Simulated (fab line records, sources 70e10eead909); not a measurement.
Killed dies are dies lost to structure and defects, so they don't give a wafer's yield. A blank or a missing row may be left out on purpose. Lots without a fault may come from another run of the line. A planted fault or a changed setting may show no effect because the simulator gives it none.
Chamber matching | flow nand_harc | NHARC_A_WL_FILL_ALD_02 on ald_metal-02: 4 sister chambers
The step deposits TiN, target thk 2 nm, pulse time 3 s, ald cycles 100. 8 wafers are shown with their chamber, then 8 later ones without.

WAFERS WITH THEIR CHAMBER
wafer  | chamber | heater_power_w (W) | precursor_pulse_height_rel
L081.1 | 1       | 1021               | 0.974
L081.5 | 2       | 937                | 1.014
L084.1 | 1       | 1033               | 0.977
L084.2 | 2       | 971                | 1.009
L086.1 | 0       | 952                | 0.988
L086.2 | 3       | 1076               | 1.001
L086.6 | 3       | 1077               | 1.007
L088.1 | 0       | 961                | 0.982

WAFERS WITHOUT THEIR CHAMBER
wafer  | heater_power_w (W) | precursor_pulse_height_rel
L088.3 | 1089               | 0.973
L088.5 | 951                | 0.988
L091.2 | 1052               | 1.020
L091.3 | 966                | 1.040
L091.5 | 1023               | 1.044
L096.3 | 1020               | 1.009
L096.5 | 1094               | 0.991
L096.6 | 1009               | 0.970

WHICH CHAMBER EACH WENT THROUGH
wafer  | from the rows above     | in truth
L088.3 | 1                       | 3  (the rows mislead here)
L088.5 | 0                       | 0
L091.2 | 3                       | 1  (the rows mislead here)
L091.3 | 2                       | 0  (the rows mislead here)
L091.5 | can't be placed: 2 or 3 | 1
L096.3 | can't be placed: 3 or 2 | 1
L096.5 | 3                       | 3
L096.6 | 1                       | 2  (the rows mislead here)
Placed correctly: 2 of 8. Can't be placed from these rows: 2 (the true chamber is among the candidates in 0). Placed wrongly: 4.
How it was worked out, from the rows above alone: a wafer's distance from a chamber is the root of the sum, over the readings, of the square of ((its reading less the chamber's mean) divided by the reading's scatter). The wafer belongs to the nearest chamber; if the next one is less than 2 further off, it can't be placed. A chamber's mean is the mean of its shown wafers. The scatter: the root of (the sum of the squares of (reading less its chamber's mean) over the shown wafers, divided by (wafers less chambers)).
